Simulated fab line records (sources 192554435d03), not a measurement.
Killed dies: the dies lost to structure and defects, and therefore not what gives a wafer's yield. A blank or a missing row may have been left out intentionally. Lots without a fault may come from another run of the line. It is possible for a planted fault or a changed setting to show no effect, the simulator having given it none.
fab line records	flow n5_finfet	part 1 of 2: steps 1 to 19 of 25
record lots=5	wafers=15	last_day=18
route steps=1938 shown BEOL_M4@1050
lots with no fault: from the same line, run without faults
start_h: the number of hours between the record's first day and the start of the first shown wafer of the lot	wait_h: hours elapsed since this lot's preceding step	" same as the row above	L1.1+2: several wafers, shown together as one row	- value missing, or start not given	* or withheld: withheld	< > ~ a bound
route shown NAME@n: a module of which the file shows steps, and the number in the route of the first	usual: mean/standard deviation taken from wafers without a fault	same: alike in all rows	chamber/n: place in a boat	sites: each site's reading	_std_site: standard deviation of those values	_edge_site: the outer-site mean with the inner-site mean subtracted	radius_mm: for every site, how far away it sits from the centre of the wafer	mask NAME#n: copy n	behind: the last tool/chamber to shape the wafer	hold: cause of the lot's hold/its duration in hours/its outcome	device: which transistor (n, p or np) failed to switch	end of line: the same wafers' tests at the end of the route	for a step that has no rows: nothing shown but its recipe	killed: dies lost to structure and defects at the first sort, not the wafer's yield	map: a wafer's dies, marking killed ones x, the rest . and places with no die _
set.NAME: the setting the step ran with; set.NAME@STEP: the setting that earlier step ran with	model.NAME: the simulator's own value behind a step, which no gauge read
lots at some steps of the route; a table a step, a row a wafer
services: a tool's chamber out of use, with start hour (start_h, from the record's first day; less than 0 if before it), hours out, and reason
## steps
# step N5_BEOL_M4_COAT_22
# recipe resist=CAR-EUV	spin_rpm=1500	resist_thk_nm=30
lot.wafer	tool	chamber	start_h	wait_h
L078.2+5+6	litho_track-05	0	-	-
L088.1+3+6	litho_track-05	0	-	-
L089.1+2+3	litho_track-03	0	-	-
L095.2+3+6	litho_track-03	0	-	-
L097.1+4+6	litho_track-03	0	-	-
# step N5_BEOL_M4_EBR_24
# recipe solvent=PGMEA	ebr_width_mm=1.5
lot.wafer	tool	chamber	start_h	wait_h
L078.2+5+6	litho_track-05	0	-	-
L088.1+3+6	litho_track-05	0	-	-
L089.1+2+3	litho_track-03	0	-	-
L095.2+3+6	litho_track-03	0	-	-
L097.1+4+6	litho_track-03	0	-	-
# step N5_BEOL_M4_SOFTBAKE_23
# recipe temp_c=110	time_s=60	resist=CAR-EUV
lot.wafer	tool	chamber	start_h	wait_h
L078.2+5+6	litho_track-05	0	-	-
L088.1+3+6	litho_track-05	0	-	-
L089.1+2+3	litho_track-03	0	-	-
L095.2+3+6	litho_track-03	0	-	-
L097.1+4+6	litho_track-03	0	-	-
# step N5_BEOL_M4_EXPOSE_25
# recipe mask_id=V3	na=0.33	source_shape=quasar	sigma_inner=0.2	sigma_outer=0.8	polarization=unpolarized	defocus_nm=5	dose_mj=63
lot.wafer	tool	chamber	start_h	wait_h	mask
L078.2+5+6	euv_scanner-01	0	195.23	-	V3#0
L088.1+3+6	euv_scanner-02	0	239.91	-	V3#0
L089.1+2+3	euv_scanner-02	0	248.09	-	V3#0
L095.2+3+6	euv_scanner-01	0	308.42	-	V3#0
L097.1+4+6	euv_scanner-01	0	309.83	-	V3#0
# step N5_BEOL_M4_PEB_26
# recipe peb_temp_c=100	peb_time_s=60	resist=CAR-EUV
lot.wafer	tool	chamber	start_h	wait_h
L078.2+5+6	litho_track-03	0	195.30	0.1
L088.1+3+6	litho_track-05	0	239.99	0.1
L089.1+2+3	litho_track-03	0	248.17	0.1
L095.2+3+6	litho_track-03	0	308.49	0.1
L097.1+4+6	litho_track-05	0	309.91	0.1
# step N5_BEOL_M4_DEVELOP_27
# recipe develop_time_s=30	developer=TMAH	resist=CAR-EUV	rinse_liquid=surfactant_rinse	dry=air_spin	dev_temp_c=23
lot.wafer	tool	chamber	start_h	wait_h
L078.2+5+6	litho_track-03	0	-	-
L088.1+3+6	litho_track-05	0	-	-
L089.1+2+3	litho_track-03	0	-	-
L095.2+3+6	litho_track-03	0	-	-
L097.1+4+6	litho_track-05	0	-	-
# step N5_BEOL_M4_CD_MEAS_28
# recipe target_cd_nm=26.2	landing_energy_ev=500	detector=se_inlens	target_cd_y_nm=24.1	polarity=opening
# usual cd_nm=26.26/0.24
lot.wafer	tool	chamber	start_h	wait_h	cd_nm
L078.2	cd_sem-01	0	195.36	-	26.20
L078.5	"	0	"	"	26.11
L078.6	"	0	"	"	25.97
L088.1	cd_sem-02	0	240.06	-	26.42
L088.3	"	0	"	"	26.55
L088.6	"	0	"	"	26.09
L089.1	cd_sem-03	0	248.24	-	26.15
L089.2	"	0	"	"	25.99
L089.3	"	0	"	"	26.62
L095.2	cd_sem-01	0	308.56	-	26.24
L095.3	"	0	"	"	26.42
L095.6	"	0	"	"	26.35
L097.1	cd_sem-02	0	309.97	-	26.24
L097.4	"	0	"	"	26.51
L097.6	"	0	"	"	26.81
# step N5_BEOL_M4_OVL_MEAS_29
# recipe points_per_wafer=522
# usual V3_OVL=0.1/0.58
lot.wafer	tool	chamber	start_h	wait_h	V3_OVL[nm]
L078.2	overlay-01	0	195.40	0.0	-0.4
L078.5	"	0	"	"	-1.0
L078.6	"	0	"	"	0.7
L088.1	overlay-01	0	240.09	0.0	-0.1
L088.3	"	0	"	"	0.2
L088.6	"	0	"	"	0.0
L089.1	overlay-02	0	248.27	0.0	0.3
L089.2	"	0	"	"	0.1
L089.3	"	0	"	"	-0.7
L095.2	overlay-02	0	308.59	0.0	-0.6
L095.3	"	0	"	"	-0.4
L095.6	"	0	"	"	-0.3
L097.1	overlay-02	0	310.01	0.0	0.4
L097.4	"	0	"	"	0.6
L097.6	"	0	"	"	0.2
# step N5_BEOL_M4_INSPECT_30
# recipe mode=adi	inspect_instrument=brightfield
# usual raw_defect_count=432/97
lot.wafer	tool	chamber	start_h	wait_h	raw_defect_count
L078.2	defect_inspect-01	-	195.66	0.3	323
L078.5	"	-	"	"	442
L078.6	"	-	"	"	302
L088.1	defect_inspect-02	-	240.15	0.1	445
L088.3	"	-	"	"	381
L088.6	"	-	"	"	390
L089.1	defect_inspect-01	-	248.32	0.1	525
L089.2	"	-	"	"	515
L089.3	"	-	"	"	315
L095.2	defect_inspect-02	-	308.65	0.0	291
L095.3	"	-	"	"	404
L095.6	"	-	"	"	485
L097.1	defect_inspect-01	-	310.06	0.1	568
L097.4	"	-	"	"	452
L097.6	"	-	"	"	504
# step N5_BEOL_M4_DESCUM_33
# recipe chemistry=O2	time_s=7	source_power_w=50	bias_power_w=20	pressure_mtorr=20	rf_frequency_hz=2.712e+07	temp_c=40	resist=CAR-EUV	o2_flow_sccm=225
# usual drypump_motor_current_A=5.6/0.55	oes_product_au=0.80/0.097	rf_vpp_V=243.0/1.3	showerhead_plenum_p_Torr=2.08/0.065	temp_c=39.98/0.11	throttle_valve_pct=20.38/0.27
lot.wafer	tool	chamber	start_h	wait_h	drypump_motor_current_A	oes_product_au	rf_hours_counter_h	rf_vpp_V	showerhead_plenum_p_Torr	temp_c	throttle_valve_pct
L078.2	rie_diel-05	3	195.70	0.0	6.1	0.71	206	243.7	2.14	40.04	20.67
L078.5	"	0	"	"	6.1	0.88	-	242.8	2.05	39.92	20.14
L078.6	"	1	"	"	5.8	0.70	-	241.1	2.06	40.16	20.57
L088.1	rie_diel-01	1	240.18	0.0	5.1	0.71	183	243.8	2.06	40.15	20.31
L088.3	"	3	"	"	5.2	0.94	13	242.8	2.04	40.01	20.16
L088.6	"	3	"	"	5.2	0.94	-	242.3	2.04	40.00	20.14
L089.1	rie_diel-06	0	248.36	0.0	5.6	0.75	182	243.3	2.08	40.06	20.42
L089.2	"	3	"	"	5.5	0.66	250	241.5	1.96	39.97	20.56
L089.3	"	1	"	"	4.9	0.74	183	242.1	2.01	39.82	20.87
L095.2	rie_diel-05	2	308.88	0.2	5.5	0.89	32	245.3	2.13	39.96	20.07
L095.3	"	3	"	"	6.1	0.68	249	244.3	2.13	40.05	20.71
L095.6	"	0	"	"	6.1	0.82	-	241.8	2.04	39.96	20.20
L097.1	rie_diel-01	3	310.10	0.0	5.2	0.88	38	242.9	2.04	39.82	20.17
L097.4	"	2	"	"	6.4	0.79	115	243.0	2.11	39.93	20.06
L097.6	"	1	"	"	5.1	0.71	-	243.6	2.05	39.99	20.35
# step N5_BEOL_M4_ETCH_77
# recipe chemistry=N2/H2	target=underlayer	target_depth_a=65	mask_material=CAR-EUV	time_s=5.2	ion_energy_ev=200	pressure_mtorr=30	source_w=840	bias_w=150	n2_flow_sccm=200	h2_flow_sccm=200	ends=cleared
# usual drypump_motor_current_A=5.7/0.55	etch_rf_on_time_s=5.17/0.094	h2_flow_sccm=200.0/0.6	oes_product_au=0.68/0.081	rf_vpp_V=523.7/2.6	showerhead_plenum_p_Torr=2.53/0.084	throttle_valve_pct=17.84/0.29
lot.wafer	tool	chamber	start_h	wait_h	drypump_motor_current_A	etch_rf_on_time_s	h2_flow_sccm	oes_product_au	rf_hours_counter_h	rf_vpp_V	showerhead_plenum_p_Torr	throttle_valve_pct
L078.2	rie_diel-05	3	195.73	0.0	6.1	5.14	201.2	0.61	206	527.8	2.62	18.19
L078.5	"	0	"	"	6.1	5.11	199.1	0.75	-	521.4	2.48	17.55
L078.6	"	1	"	"	5.7	5.21	200.2	0.61	-	523.1	2.50	17.99
L088.1	rie_diel-01	1	240.21	0.0	5.1	5.15	199.5	0.62	183	521.8	2.53	17.88
L088.3	"	3	"	"	5.2	5.14	201.2	0.82	13	524.1	2.51	17.74
L088.6	"	3	"	"	5.3	5.19	200.1	0.81	-	523.0	2.51	17.74
L089.1	rie_diel-06	0	248.39	0.0	5.6	5.14	200.3	0.65	182	521.5	2.53	17.80
L089.2	"	3	"	"	5.5	5.38	200.1	0.57	250	521.1	2.42	18.42
L089.3	"	1	"	"	4.9	5.24	199.6	0.62	183	522.3	2.43	18.15
L095.2	rie_diel-05	2	308.92	0.0	5.6	5.09	200.7	0.76	32	526.4	2.60	17.59
L095.3	"	3	"	"	6.1	5.27	200.0	0.58	249	523.7	2.60	18.29
L095.6	"	0	"	"	6.1	5.28	200.3	0.70	-	524.2	2.47	17.61
L097.1	rie_diel-01	3	310.13	0.0	5.3	5.23	199.7	0.75	38	521.7	2.50	17.78
L097.4	"	2	"	"	6.4	4.95	199.4	0.69	115	523.9	2.55	17.36
L097.6	"	1	"	"	5.1	5.16	199.7	0.60	-	523.3	2.52	17.92
# step N5_BEOL_M4_ETCH_69
# recipe chemistry=CF4	target=SiARC	target_depth_a=156	mask_material=CAR-EUV	time_s=26	ion_energy_ev=80	pressure_mtorr=40	source_w=545	bias_w=36	Ar_flow_sccm=100	cf4_flow_sccm=100	ends=cleared
# usual cf4_flow_sccm=100.0/0.31	drypump_motor_current_A=5.6/0.55	etch_rf_on_time_s=26.0/0.45	mfc_ar_sccm=100.0/0.31	oes_product_au=0.68/0.081	rf_vpp_V=184.0/1.1	showerhead_plenum_p_Torr=2.13/0.066	throttle_valve_pct=15.58/0.3
lot.wafer	tool	chamber	start_h	wait_h	cf4_flow_sccm	drypump_motor_current_A	etch_rf_on_time_s	mfc_ar_sccm	oes_product_au	rf_hours_counter_h	rf_vpp_V	showerhead_plenum_p_Torr	throttle_valve_pct
L078.2	rie_diel-05	3	195.75	0.0	100.0	6.1	26.4	100.4	0.60	206	186.1	2.20	15.98
L078.5	"	0	"	"	99.9	6.1	26.3	100.0	0.74	-	183.9	2.10	15.29
L078.6	"	1	"	"	99.6	5.8	26.5	100.1	0.60	-	184.0	2.11	15.80
L088.1	rie_diel-01	1	240.23	0.0	99.5	5.1	26.0	99.9	0.61	183	184.4	2.13	15.59
L088.3	"	3	"	"	99.8	5.3	26.6	99.6	0.79	13	183.7	2.09	15.28
L088.6	"	3	"	"	99.7	5.3	26.5	100.0	0.79	-	184.7	2.09	15.25
L089.1	rie_diel-06	0	248.41	0.0	100.5	5.6	25.3	99.8	0.65	182	183.2	2.15	15.72
L089.2	"	3	"	"	99.8	5.5	26.7	100.2	0.56	250	182.7	2.03	15.91
L089.3	"	1	"	"	99.7	4.9	25.5	100.0	0.63	183	181.8	2.06	16.03
L095.2	rie_diel-05	2	308.94	0.0	100.0	5.5	25.7	99.7	0.76	32	185.5	2.17	15.11
L095.3	"	3	"	"	100.1	6.1	26.3	100.1	0.58	249	185.6	2.19	16.06
L095.6	"	0	"	"	100.4	6.1	26.6	100.5	0.69	-	184.3	2.09	15.37
L097.1	rie_diel-01	3	310.15	0.0	99.7	5.2	26.4	100.2	0.76	38	184.2	2.08	15.31
L097.4	"	2	"	"	99.8	6.5	25.4	100.1	0.67	115	184.4	2.16	15.33
L097.6	"	1	"	"	100.2	5.1	25.8	100.5	0.61	-	183.9	2.12	15.64
# step N5_BEOL_M4_ALD_98
# recipe material=SiO2	target_thk_a=25	temp_c=100	ald_precursor_family=BDEAS	ald_co_reactant=O2-plasma	pulse_time_s=1	co_reactant_pulse_time_s=1	purge_time_s=2	co_reactant_purge_time_s=2	ald_cycles=17	pressure_torr=2
# usual heater_power_w=82/6.4	precursor_pulse_height_rel=0.999/0.019	susceptor_temp_C=100.00/0.14
lot.wafer	tool	chamber	start_h	wait_h	heater_power_w	precursor_pulse_height_rel	susceptor_temp_C
L078.2	ald_sin-01	0	195.83	0.1	82	0.988	100.13
L078.5	"	2	"	"	79	0.982	99.84
L078.6	"	0	"	"	83	1.005	100.03
L088.1	ald_sin-04	1	240.51	0.3	74	0.984	100.07
L088.3	"	2	"	"	83	1.025	99.86
L088.6	"	0	"	"	87	1.010	99.80
L089.1	ald_sin-01	0	248.51	0.1	85	1.000	100.16
L089.2	"	3	"	"	91	0.965	99.82
L089.3	"	1	"	"	70	1.013	99.82
L095.2	ald_sin-04	0	309.03	0.1	87	0.941	100.43
L095.3	"	2	"	"	84	1.009	100.29
L095.6	"	0	"	"	90	1.000	100.26
L097.1	ald_sin-04	2	310.23	0.1	83	1.017	100.00
L097.4	"	1	"	"	71	1.011	99.95
L097.6	"	0	"	"	88	0.997	100.15
# step N5_BEOL_M4_ETCHBACK_99
# recipe chemistry=CHF3	target=SiO2	target_depth_a=50	time_s=10.4	source_w=215	bias_w=47	Ar_flow_sccm=200	CHF3_flow_sccm=12	ion_energy_ev=100	pressure_mtorr=30
# usual drypump_motor_current_A=5.6/0.56	mfc_ar_sccm=200.0/0.62	oes_f_703_au=0.81/0.086	oes_product_au=0.81/0.093	rf_vpp_V=242/3.2	showerhead_plenum_p_Torr=2.14/0.063	throttle_valve_pct=17.01/0.29
lot.wafer	tool	chamber	start_h	wait_h	drypump_motor_current_A	mfc_ar_sccm	oes_f_703_au	oes_product_au	rf_hours_counter_h	rf_vpp_V	showerhead_plenum_p_Torr	throttle_valve_pct
L078.2	rie_diel-05	1	198.05	2.2	5.8	200.6	0.70	0.70	246	243	2.13	17.29
L078.5	"	0	"	"	6.1	199.4	0.86	0.87	-	238	2.11	16.74
L078.6	"	3	"	"	6.1	199.6	0.72	0.71	-	244	2.22	17.47
L088.1	rie_diel-01	0	245.57	5.0	4.9	200.8	0.77	0.79	133	244	2.06	17.15
L088.3	"	1	"	"	5.0	199.6	0.73	0.72	186	241	2.13	17.01
L088.6	"	0	"	"	4.9	200.8	0.77	0.79	-	241	2.06	17.15
L089.1	rie_diel-05	1	260.06	11.5	5.8	200.8	0.96	0.97	6	242	2.13	16.85
L089.2	"	2	"	"	5.5	201.3	0.90	0.93	15	246	2.20	16.63
L089.3	"	3	"	"	6.1	198.9	0.71	0.70	232	244	2.21	17.52
L095.2	rie_diel-01	1	312.17	3.1	5.1	201.1	0.71	0.70	207	240	2.12	17.05
L095.3	"	3	"	"	5.2	199.4	0.87	0.89	39	245	2.09	16.82
L095.6	"	1	"	"	5.1	201.4	0.71	0.71	-	243	2.12	17.05
L097.1	rie_diel-05	1	312.20	1.9	5.8	200.8	0.91	0.92	23	241	2.12	16.90
L097.4	"	0	"	"	6.1	201.2	0.81	0.82	83	237	2.09	16.82
L097.6	"	0	"	"	6.1	200.2	0.83	0.82	-	239	2.09	16.82
# step N5_BEOL_M4_ETCH_70
# recipe chemistry=N2/H2	target=SOC	target_depth_a=800	overetch_a=240	mask_material=SiARC	temp_c=40	time_s=130	ion_energy_ev=200	pressure_mtorr=30	source_w=840	bias_w=150	n2_flow_sccm=200	h2_flow_sccm=200
# usual drypump_motor_current_A=5.6/0.56	h2_flow_sccm=200.0/0.66	oes_product_au=0.59/0.066	rf_vpp_V=523.6/2.3	showerhead_plenum_p_Torr=2.53/0.072	temp_c=40.01/0.11	throttle_valve_pct=17.74/0.29
lot.wafer	tool	chamber	start_h	wait_h	drypump_motor_current_A	h2_flow_sccm	oes_product_au	rf_hours_counter_h	rf_vpp_V	showerhead_plenum_p_Torr	temp_c	throttle_valve_pct
L078.2	rie_diel-05	1	198.09	0.0	5.8	198.9	0.52	246	522.0	2.50	40.07	17.93
L078.5	"	0	"	"	6.1	199.8	0.64	-	521.3	2.48	39.96	17.50
L078.6	"	3	"	"	6.1	200.5	0.52	-	527.0	2.62	39.98	18.14
L088.1	rie_diel-01	0	245.60	0.0	4.9	200.0	0.57	133	521.1	2.45	40.11	17.92
L088.3	"	1	"	"	5.1	199.2	0.53	186	523.7	2.53	40.11	17.82
L088.6	"	0	"	"	4.9	200.3	0.57	-	522.4	2.45	40.05	17.93
L089.1	rie_diel-05	1	260.10	0.0	5.8	199.2	0.71	6	523.3	2.49	40.05	17.49
L089.2	"	2	"	"	5.5	200.1	0.68	15	525.7	2.61	39.86	17.52
L089.3	"	3	"	"	6.1	200.2	0.51	232	525.3	2.61	39.98	18.19
L095.2	rie_diel-01	1	312.20	0.0	5.1	200.3	0.52	207	522.9	2.52	39.92	17.88
L095.3	"	3	"	"	5.3	200.0	0.65	39	522.4	2.50	40.06	17.73
L095.6	"	1	"	"	5.1	200.3	0.52	-	523.0	2.52	39.94	17.88
L097.1	rie_diel-05	1	312.24	0.0	5.8	199.9	0.68	23	521.0	2.48	40.10	17.51
L097.4	"	0	"	"	6.1	199.6	0.60	83	521.4	2.47	40.02	17.55
L097.6	"	0	"	"	6.1	200.3	0.61	-	521.9	2.47	39.90	17.55
# step N5_BEOL_M4_STRIP_71
# recipe chemistry=N2/H2	temp_c=40	n2_flow_sccm=200	h2_flow_sccm=200	rf_frequency_hz=6e+07
lot.wafer	tool	chamber	start_h	wait_h
L078.2+5+6	rie_diel-05	1,0,3	198.17	0.0
L088.1+3+6	rie_diel-01	0,1,0	245.69	0.0
L089.1+2+3	rie_diel-05	1,2,3	260.19	0.0
L095.2+3+6	rie_diel-01	1,3,1	312.29	0.0
L097.1+4+6	rie_diel-05	1,0,0	312.33	0.0
# step N5_BEOL_M4_STRIP_78
# recipe chemistry=N2/H2	temp_c=40	n2_flow_sccm=200	h2_flow_sccm=200	rf_frequency_hz=6e+07
lot.wafer	tool	chamber	start_h	wait_h
L078.2+5+6	rie_diel-05	1,0,3	198.18	0.0
L088.1+3+6	rie_diel-01	0,1,0	245.70	0.0
L089.1+2+3	rie_diel-05	1,2,3	260.20	0.0
L095.2+3+6	rie_diel-01	1,3,1	312.30	0.0
L097.1+4+6	rie_diel-05	1,0,0	312.34	0.0
# step N5_BEOL_M4_VIA_ETCH_34
# recipe chemistry=C4F6/O2	target_depth_a=694	mask_material=SOC	pressure_mtorr=15	ion_energy_ev=250	taper_deg=4	time_s=65.9	source_w=350	bias_w=170	Ar_flow_sccm=300	C4F6_flow_sccm=10	O2_flow_sccm=10
# usual drypump_motor_current_A=5.6/0.56	mfc_ar_sccm=300.0/0.92	oes_f_703_au=0.80/0.086	oes_product_au=0.81/0.093	rf_vpp_V=669/8.3	showerhead_plenum_p_Torr=2.83/0.079	throttle_valve_pct=30.71/0.28
lot.wafer	tool	chamber	start_h	wait_h	drypump_motor_current_A	mfc_ar_sccm	oes_f_703_au	oes_product_au	rf_hours_counter_h	rf_vpp_V	showerhead_plenum_p_Torr	throttle_valve_pct
L078.2	rie_diel-05	1	198.19	0.0	5.8	299.2	0.69	0.70	246	668	2.82	30.96
L078.5	"	0	"	"	6.1	300.2	0.86	0.89	-	660	2.78	30.46
L078.6	"	3	"	"	6.1	300.7	0.71	0.70	-	673	2.93	31.04
L088.1	rie_diel-01	0	245.71	0.0	4.9	299.3	0.78	0.77	133	674	2.73	30.81
L088.3	"	1	"	"	5.1	300.0	0.72	0.71	186	668	2.81	30.70
L088.6	"	0	"	"	4.9	299.7	0.78	0.78	-	674	2.73	30.82
L089.1	rie_diel-05	1	260.21	0.0	5.7	300.3	0.96	0.97	6	669	2.81	30.61
L089.2	"	2	"	"	5.5	300.4	0.90	0.93	15	682	2.91	30.54
L089.3	"	3	"	"	6.1	298.2	0.70	0.70	232	670	2.92	31.07
L095.2	rie_diel-01	1	312.31	0.0	5.1	299.9	0.71	0.70	207	667	2.80	30.72
L095.3	"	3	"	"	5.2	300.2	0.86	0.89	39	679	2.77	30.49
L095.6	"	1	"	"	5.1	299.3	0.70	0.71	-	668	2.80	30.71
L097.1	rie_diel-05	1	312.35	0.0	5.8	302.1	0.91	0.93	23	667	2.80	30.64
L097.4	"	0	"	"	6.1	300.6	0.82	0.82	83	659	2.77	30.51
L097.6	"	0	"	"	6.1	300.4	0.82	0.82	-	657	2.77	30.50
# step N5_BEOL_M4_STRIP_83
# recipe chemistry=C4F6/O2	resist=SiARC	rf_frequency_hz=6e+07
lot.wafer	tool	chamber	start_h	wait_h
L078.2+5+6	rie_diel-05	1,0,3	198.25	0.0
L088.1+3+6	rie_diel-01	0,1,0	245.76	0.0
L089.1+2+3	rie_diel-05	1,2,3	260.26	0.0
L095.2+3+6	rie_diel-01	1,3,1	312.36	0.0
L097.1+4+6	rie_diel-05	1,0,0	312.40	0.0
